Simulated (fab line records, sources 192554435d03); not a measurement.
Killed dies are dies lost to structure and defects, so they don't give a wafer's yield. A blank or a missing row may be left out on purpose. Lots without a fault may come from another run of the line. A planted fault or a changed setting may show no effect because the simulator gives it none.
Chamber matching | flow n5_finfet | N5_BEOL_M8_CURE_75 on uv_cure-03: 3 sister chambers
The step cures SiCOH lowk, time 120 s. 6 wafers are shown with their chamber, then 11 later ones without.

WAFERS WITH THEIR CHAMBER
wafer  | chamber | wafer_temp_C_max | lamp_power_pct (%)
L075.5 | 1       | 372.0            | 52.38
L089.3 | 0       | 371.4            | 52.33
L089.5 | 0       | 371.3            | 52.21
L092.4 | 2       | 371.5            | 52.29
L092.5 | 2       | 372.3            | 52.34
L090.4 | 1       | 372.2            | 52.38

WAFERS WITHOUT THEIR CHAMBER
wafer  | wafer_temp_C_max | lamp_power_pct (%)
L090.5 | 372.8            | 52.31
L090.6 | 372.4            | 52.33
L094.1 | 372.9            | 52.18
L094.2 | 372.0            | 52.33
L094.6 | 372.8            | 52.28
L093.1 | 370.7            | 52.32
L093.2 | 371.4            | 52.27
L093.6 | 371.7            | 52.25
L096.1 | 372.0            | 52.28
L096.2 | 372.0            | 52.45
L096.4 | 372.6            | 52.32

WHICH CHAMBER EACH WENT THROUGH
wafer  | from the rows above          | in truth
L090.5 | can't be placed: 1 or 2 or 0 | 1
L090.6 | can't be placed: 1 or 2      | 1
L094.1 | can't be placed: 2 or 1 or 0 | 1
L094.2 | can't be placed: 2 or 1 or 0 | 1
L094.6 | can't be placed: 2 or 1 or 0 | 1
L093.1 | can't be placed: 0 or 2      | 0
L093.2 | can't be placed: 0 or 2      | 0
L093.6 | can't be placed: 0 or 2 or 1 | 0
L096.1 | can't be placed: 2 or 1 or 0 | 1
L096.2 | can't be placed: 1 or 2      | 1
L096.4 | can't be placed: 1 or 2 or 0 | 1
Placed correctly: 0 of 11. Can't be placed from these rows: 11 (the true chamber is among the candidates in 11). Placed wrongly: 0.
How it was worked out, from the rows above alone: a wafer's distance from a chamber is the root of the sum, over the readings, of the square of ((its reading less the chamber's mean) divided by the reading's scatter). The wafer belongs to the nearest chamber; if the next one is less than 2 further off, it can't be placed. A chamber's mean is the mean of its shown wafers. The scatter: the root of (the sum of the squares of (reading less its chamber's mean) over the shown wafers, divided by (wafers less chambers)).
